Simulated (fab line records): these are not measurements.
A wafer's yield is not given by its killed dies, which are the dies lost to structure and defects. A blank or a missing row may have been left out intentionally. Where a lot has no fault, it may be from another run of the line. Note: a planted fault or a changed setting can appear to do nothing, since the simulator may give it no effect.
One fault seen from 2 desks | flow n5 finfet | every desk sees just its own numbers, and what lay behind them comes last

METROLOGY DESK
Lot by lot, what the gauges showed, no matter which tool ran the lot: averages of those sampled wafers that carry a number. Any lot whose mean is over 4 standard deviations away from the usual mean is out of limits and marked OUT; that distance is given in the brackets. Readings shown: 7 of its 10, picked as those furthest out on some lot.
Columns: A = DIBL_N at N5_BEOL_M4_RC_MEAS_101, usual 35.9 mV/V; B = DIBL_P at N5_BEOL_M4_RC_MEAS_101, usual 35.9 mV/V; C = IOFF_N at N5_BEOL_M4_RC_MEAS_101, usual 0.155 nA/um; D = IOFF_P at N5_BEOL_M4_RC_MEAS_101, usual 0.201 nA/um; E = ION_N at N5_BEOL_M4_RC_MEAS_101, usual 672 uA/um; F = SS_N at N5_BEOL_M4_RC_MEAS_101, usual 71.6 mV/dec; G = VT_N at N5_BEOL_M4_RC_MEAS_101, usual 250.0 mV
lot  | first seen here | A    | B    | C     | D     | E   | F    | G
L951 | day 8 02:14     | 36.6 | 37.0 | 0.165 | 0.225 | 673 | 71.9 | 247.9
L952 | day 8 04:57     | 34.8 | 34.0 | 0.132 | 0.193 | 659 | 71.5 | 254.1
L953 | day 8 14:56     | 35.6 | 34.9 | 0.151 | 0.215 | 677 | 71.6 | 250.6
L954 | day 9 02:19     | 36.6 | 35.9 | 0.150 | 0.193 | 670 | 71.7 | 250.9
L960 | day 10 18:28    | 33.9 | 32.8 | 0.129 | 0.177 | 668 | 70.8 | 250.8
L965 | day 11 12:03    | 37.0 | 36.5 | 0.184 | 0.244 | 675 | 72.4 | 246.2
L967 | day 12 05:38    | 38.2 | 36.3 | 0.160 | 0.207 | 675 | 71.6 | 249.1
L971 | day 12 22:47    | 38.0 | 38.7 | 0.191 | 0.240 | 686 | 72.1 | 246.1
L974 | day 13 23:38    | 34.7 | 33.7 | 0.128 | 0.184 | 657 | 71.3 | 254.4
This desk's finding: nothing out of limits on any of the 9 lots.

AT THE TOOL OWNER'S DESK: rie diel-06
The tool's own readings at N5_BEOL_M2_ETCH_69 (etches SiARC in CF4, target depth 15.6 nm, time 26 s): means of the sampled wafers that have a number, for each lot that ran on this tool. Any lot whose mean is over 4 standard deviations away from the usual mean is out of limits and marked OUT; that distance is given in the brackets.
Columns: A = drypump motor current A at N5_BEOL_M2_ETCH_69, usual 5.7 A; B = etch rf on time s at N5_BEOL_M2_ETCH_69, usual 25.9 s; C = oes product au at N5_BEOL_M2_ETCH_69, usual 0.68 a.u.; D = rf vpp V at N5_BEOL_M2_ETCH_69, usual 184.4 V; E = showerhead plenum p Torr at N5_BEOL_M2_ETCH_69, usual 2.17 Torr; F = throttle valve pct at N5_BEOL_M2_ETCH_69, usual 15.65 %
lot  | first seen here | A   | B               | C    | D     | E    | F
L951 | day 6 16:56     | 5.8 | 26.0            | 0.66 | 184.9 | 2.16 | 15.75
L952 | day 6 21:55     | 5.8 | 26.0            | 0.65 | 183.9 | 2.14 | 15.82
L954 | day 7 09:26     | 5.6 | 26.2            | 0.59 | 182.8 | 2.06 | 16.02
L960 | day 9 07:03     | 5.8 | 25.6            | 0.72 | 184.8 | 2.21 | 15.70
L965 | day 10 04:36    | 5.6 | 22.5 (-7.5) OUT | 0.80 | 184.3 | 2.19 | 15.71
L967 | day 10 15:27    | 5.1 | 16.4 (-21) OUT  | 0.80 | 182.3 | 2.04 | 15.99
L971 | day 11 14:25    | 5.1 | 21.1 (-11) OUT  | 0.70 | 183.2 | 2.03 | 16.00
This desk's verdict: out of limits on L965, L967, L971, starting with L965 at day 10 04:36 (etch rf on time s at N5_BEOL_M2_ETCH_69). In limits: L951, L952, L954, L960.

TAKEN TOGETHER
On L965, L967, L971, at day 10 04:36, an alarm was possible from the tool owner's desk.
At the metrology desk, nothing out of limits was observed.
The metrology desk has L965, L967, L971 on record, within its limits.
N5_BEOL_M2_ETCH_69 was run on rie diel-06 by each of the lots named.

WHAT THE SIMULATOR HAD PUT IN
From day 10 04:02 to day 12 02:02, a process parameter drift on rie diel-06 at N5_BEOL_M2_ETCH_69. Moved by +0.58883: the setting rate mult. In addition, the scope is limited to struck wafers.
Lots struck among those shown: L965, L967, L971.
Time in hours from fault onset to the first out-of-limits reading at each desk: the tool owner's desk, 1.
